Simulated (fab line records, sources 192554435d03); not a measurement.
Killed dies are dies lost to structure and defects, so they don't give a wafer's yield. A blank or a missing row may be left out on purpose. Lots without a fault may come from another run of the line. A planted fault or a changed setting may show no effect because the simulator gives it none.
Which tool did it? | flow n5_finfet | 9 lots, 27 wafers sampled, at 1 step of a route of 1938

WHAT THE GAUGES READ, wafer by wafer
N5_GATE_CUT_OVL_MEAS_14.
lot  | measured    | on         | GATE_CUT_OVL (nm)
L671 | day 4 18:04 | overlay-01 | 1.4 0.7 -0.1
L674 | day 5 11:44 | overlay-02 | 0.5 0.1 -0.1
L677 | day 6 08:25 | overlay-02 | 0.8 1.2 1.2
L683 | day 7 18:09 | overlay-01 | 0.6 0.8 0.2
L684 | day 8 01:47 | overlay-01 | -1.3 -1.4 -1.6
L685 | day 8 07:28 | overlay-01 | 0.0 0.3 -0.2
L687 | day 8 20:40 | overlay-02 | 1.4 0.9 0.8
L689 | day 9 05:44 | overlay-02 | -2.4 -1.5 -1.3
L691 | day 9 20:13 | overlay-02 | -0.3 0.3 -0.6

WHICH TOOL RAN EACH LOT (tool, then ch and the chambers of the sampled wafers, then the start)
The record holds no process step before these readings.

THE ANSWER, worked out from the rows above alone
Rule: what is usual is taken from the lots themselves. Put in order of their means at a reading, lots are off if they are a third of the lots or fewer, leave a main group of 4 or more, and stand apart from it by a gap of 3 or more times the standard deviation of the main group's means; of several such gaps the widest counts. A main group whose means are all the same, to the digits that the tables above print for the reading, isn't used. A lot without any number at a reading at which 4 lots or more have one is off too. The other lots that the step has rows for count as sound.
No lot is off at any reading shown: from this, nothing can be told.

WHAT THE SIMULATOR HAD PUT IN
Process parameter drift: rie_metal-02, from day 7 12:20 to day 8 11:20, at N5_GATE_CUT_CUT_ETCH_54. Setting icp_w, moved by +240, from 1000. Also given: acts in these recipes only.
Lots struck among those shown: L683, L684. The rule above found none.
